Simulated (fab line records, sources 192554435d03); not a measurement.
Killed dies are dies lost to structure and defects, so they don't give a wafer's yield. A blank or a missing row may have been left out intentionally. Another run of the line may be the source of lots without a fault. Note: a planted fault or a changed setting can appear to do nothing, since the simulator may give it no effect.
Which tool is to blame? + flow n5-finfet + Sampling: 24 lots, 72 wafers, 4 of 1938 route steps

## WHAT THE GAUGES READ, wafer by wafer
N5_BEOL_M5_CD_MEAS_28: target cd 30.6 nm, target cd y 20 nm.
| lot  | measured     | on        | cd-nm (nm)        |
|------|--------------|-----------|-------------------|
| L074 | day 9 13:33  | cd-sem-01 | 30.62 30.81 30.64 |
| L076 | day 9 19:02  | cd-sem-03 | 30.27 30.28 30.65 |
| L075 | day 9 19:05  | cd-sem-02 | 30.58 30.64 30.63 |
| L079 | day 10 00:19 | cd-sem-03 | 30.89 30.62 30.74 |
| L077 | day 10 00:29 | cd-sem-02 | 30.35 30.86 30.63 |
| L081 | day 10 04:16 | cd-sem-01 | 30.65 30.47 30.71 |
| L082 | day 10 07:14 | cd-sem-01 | 30.51 30.31 30.86 |
| L080 | day 10 07:40 | cd-sem-02 | 29.99 30.90 30.29 |
| L078 | day 11 09:35 | cd-sem-03 | 30.46 30.56 30.34 |
| L083 | day 11 12:17 | cd-sem-02 | 30.70 30.76 30.53 |
| L084 | day 11 12:30 | cd-sem-01 | 30.47 30.68 29.76 |
| L085 | day 11 17:46 | cd-sem-02 | 30.37 30.33 30.65 |
| L086 | day 11 20:07 | cd-sem-02 | 30.52 30.33 30.28 |
| L087 | day 12 17:47 | cd-sem-01 | 30.79 30.75 30.65 |
| L088 | day 12 17:50 | cd-sem-03 | 30.73 31.00 30.93 |
| L089 | day 12 20:02 | cd-sem-02 | 30.37 30.87 30.48 |
| L090 | day 13 00:37 | cd-sem-03 | 30.71 30.69 30.76 |
| L091 | day 13 15:43 | cd-sem-01 | 30.31 30.60 30.65 |
| L092 | day 13 15:46 | cd-sem-02 | 30.47 30.54 30.86 |
| L093 | day 13 21:07 | cd-sem-03 | 30.81 31.02 30.77 |
| L094 | day 13 22:49 | cd-sem-02 | 30.78 30.90 31.52 |
| L095 | day 14 00:23 | cd-sem-01 | 30.54 30.26 30.69 |
| L097 | day 14 15:02 | cd-sem-03 | 30.40 30.35 30.49 |
| L096 | day 14 16:15 | cd-sem-01 | 30.67 30.67 30.51 |

N5_BEOL_M6_CD_MEAS_28: the cd target is 40 nm.
| lot  | measured     | on        | cd-nm (nm)        |
|------|--------------|-----------|-------------------|
| L074 | day 10 04:16 | cd-sem-03 | 40.00 40.27 39.79 |
| L076 | day 10 07:14 | cd-sem-03 | 40.21 40.28 40.20 |
| L075 | day 10 07:47 | cd-sem-02 | 40.39 40.73 40.45 |
| L079 | day 10 13:06 | cd-sem-01 | 40.04 39.70 40.13 |
| L077 | day 10 16:08 | cd-sem-01 | 39.80 40.15 39.96 |
| L081 | day 10 15:46 | cd-sem-03 | 40.07 40.26 40.29 |
| L082 | day 10 19:24 | cd-sem-01 | 40.28 40.25 40.25 |
| L080 | day 10 22:37 | cd-sem-03 | 40.53 40.22 39.90 |
| L078 | day 11 23:46 | cd-sem-03 | 39.55 40.05 40.14 |
| L083 | day 12 02:44 | cd-sem-02 | 40.46 39.60 39.81 |
| L084 | day 12 02:47 | cd-sem-03 | 40.17 40.28 40.60 |
| L085 | day 12 06:08 | cd-sem-03 | 39.94 39.74 39.83 |
| L086 | day 12 10:20 | cd-sem-03 | 39.96 39.93 40.40 |
| L087 | day 13 10:43 | cd-sem-03 | 39.94 40.01 40.13 |
| L088 | day 13 10:46 | cd-sem-01 | 40.21 40.12 40.38 |
| L089 | day 13 10:40 | cd-sem-01 | 40.07 39.83 40.27 |
| L090 | day 13 13:17 | cd-sem-02 | 40.02 40.23 40.25 |
| L091 | day 14 03:13 | cd-sem-03 | 40.52 40.32 40.29 |
| L092 | day 14 05:56 | cd-sem-02 | 40.31 40.22 40.02 |
| L093 | day 14 10:16 | cd-sem-03 | 40.33 39.99 40.07 |
| L094 | day 14 10:26 | cd-sem-03 | 40.30 40.20 40.36 |
| L095 | day 14 13:21 | cd-sem-03 | 40.10 40.26 40.25 |
| L097 | day 15 06:11 | cd-sem-02 | 40.27 40.05 40.11 |
| L096 | day 15 06:21 | cd-sem-01 | 39.67 40.11 40.08 |

N5_BEOL_M6_INSPECT_30: inspects for defects (brightfield).
| lot  | measured     | on                | raw-defect-count |
|------|--------------|-------------------|------------------|
| L074 | day 10 04:22 | defect-inspect-01 | 440 433 471      |
| L076 | day 10 07:19 | defect-inspect-01 | 473 503 415      |
| L075 | day 10 07:53 | defect-inspect-02 | 437 310 345      |
| L079 | day 10 13:11 | defect-inspect-02 | 436 296 281      |
| L077 | day 10 16:14 | defect-inspect-02 | 436 501 459      |
| L081 | day 10 15:52 | defect-inspect-01 | 362 361 355      |
| L082 | day 10 19:29 | defect-inspect-01 | 290 275 380      |
| L080 | day 10 22:43 | defect-inspect-02 | 375 386 484      |
| L078 | day 11 23:52 | defect-inspect-02 | 452 343 424      |
| L083 | day 12 02:50 | defect-inspect-02 | 267 239 271      |
| L084 | day 12 02:52 | defect-inspect-02 | 464 556 576      |
| L085 | day 12 06:13 | defect-inspect-01 | 469 413 477      |
| L086 | day 12 10:26 | defect-inspect-02 | 548 431 389      |
| L087 | day 13 10:49 | defect-inspect-01 | 367 474 444      |
| L088 | day 13 10:51 | defect-inspect-02 | 225 214 249      |
| L089 | day 13 10:46 | defect-inspect-02 | 378 388 309      |
| L090 | day 13 13:22 | defect-inspect-01 | 426 402 416      |
| L091 | day 14 03:19 | defect-inspect-01 | 471 473 412      |
| L092 | day 14 06:01 | defect-inspect-02 | 438 455 435      |
| L093 | day 14 10:21 | defect-inspect-02 | 422 474 302      |
| L094 | day 14 10:31 | defect-inspect-02 | 474 463 579      |
| L095 | day 14 13:26 | defect-inspect-02 | 331 414 264      |
| L097 | day 15 06:16 | defect-inspect-02 | 615 479 455      |
| L096 | day 15 06:26 | defect-inspect-02 | 377 369 449      |

## WHAT TOOL EACH LOT RAN ON (gives the tool, then ch and the chambers of the sampled wafers, and finally the start)
| lot  | N5_BEOL_M5_CURE_80            |
|------|-------------------------------|
| L074 | uv-cure-01 ch 0, day 9 14:23  |
| L076 | uv-cure-03 ch 0, day 9 19:46  |
| L075 | uv-cure-02 ch 1, day 9 20:01  |
| L079 | uv-cure-02 ch 0, day 10 01:03 |
| L077 | uv-cure-01 ch 0, day 10 01:14 |
| L081 | uv-cure-02 ch 1, day 10 05:01 |
| L082 | uv-cure-03 ch 0, day 10 07:58 |
| L080 | uv-cure-03 ch 2, day 10 08:34 |
| L078 | uv-cure-01 ch 1, day 11 10:28 |
| L083 | uv-cure-01 ch 2, day 11 13:33 |
| L084 | uv-cure-01 ch 1, day 11 13:48 |
| L085 | uv-cure-01 ch 0, day 11 18:41 |
| L086 | uv-cure-03 ch 1, day 11 20:59 |
| L087 | uv-cure-01 ch 2, day 12 19:00 |
| L088 | uv-cure-02 ch 1, day 12 19:07 |
| L089 | uv-cure-01 ch 0, day 12 20:48 |
| L090 | uv-cure-03 ch 0, day 13 01:27 |
| L091 | uv-cure-01 ch 1, day 13 16:28 |
| L092 | uv-cure-02 ch 2, day 13 16:43 |
| L093 | uv-cure-03 ch 2, day 13 21:56 |
| L094 | uv-cure-03 ch 0, day 13 23:40 |
| L095 | uv-cure-02 ch 0, day 14 01:16 |
| L097 | uv-cure-02 ch 2, day 14 17:11 |
| L096 | uv-cure-03 ch 0, day 14 17:40 |
- N5_BEOL_M5_CURE_80: cures SiCOH lowk, time 120 s.

## WHAT THE TOOLS THEMSELVES READ (means of the sampled wafers that have a number; where no wafer has one, the mark that the record gives instead)
N5_BEOL_M5_CURE_80.
| lot  | tool       | lamp-power-pct (%) | wafer_temp_C_max |
|------|------------|--------------------|------------------|
| L074 | uv-cure-01 | 52.36              | 371.4            |
| L076 | uv-cure-03 | 52.30              | 371.7            |
| L075 | uv-cure-02 | 52.34              | 371.5            |
| L079 | uv-cure-02 | 52.30              | 372.5            |
| L077 | uv-cure-01 | 52.27              | 372.2            |
| L081 | uv-cure-02 | 52.31              | 371.6            |
| L082 | uv-cure-03 | 52.32              | 371.5            |
| L080 | uv-cure-03 | 52.35              | 372.2            |
| L078 | uv-cure-01 | 52.29              | 370.7            |
| L083 | uv-cure-01 | 52.31              | 371.9            |
| L084 | uv-cure-01 | 52.31              | 370.9            |
| L085 | uv-cure-01 | 52.34              | 372.3            |
| L086 | uv-cure-03 | 52.31              | 372.2            |
| L087 | uv-cure-01 | 52.28              | 371.7            |
| L088 | uv-cure-02 | 52.30              | 372.0            |
| L089 | uv-cure-01 | 52.32              | 371.9            |
| L090 | uv-cure-03 | 52.32              | 371.6            |
| L091 | uv-cure-01 | 52.30              | 371.2            |
| L092 | uv-cure-02 | 52.34              | 371.3            |
| L093 | uv-cure-03 | 52.35              | 372.0            |
| L094 | uv-cure-03 | 52.39              | 371.4            |
| L095 | uv-cure-02 | 52.28              | 372.1            |
| L097 | uv-cure-02 | 52.30              | 371.6            |
| L096 | uv-cure-03 | 52.26              | 371.6            |

## THE ANSWER, worked out from the rows above alone
Rule: usual is defined by the lots themselves. The widest of any qualifying gaps counts: lots, ordered by their means at a reading, are off when they make up no more than a third of the lots, leave a main group of 4 or more, and stand apart from it by 3 or more times the standard deviation of that group's means. Not used: any main group whose means are identical at the precision the tables above print for the reading. A lot without any number at a reading at which 4 lots or more have one is off too. Any other lot the step has rows for is counted as sound. Order of review: gauges by route order, followed by the tools' own readings, for which a lot's mean as printed above is used. The first step at which some lot is off is used, and at that step the reading that is off furthest; a lot without a number counts as furthest.
None of the lots is off at any reading shown; this tells nothing.

## WHAT WAS PUT IN BY THE SIMULATOR
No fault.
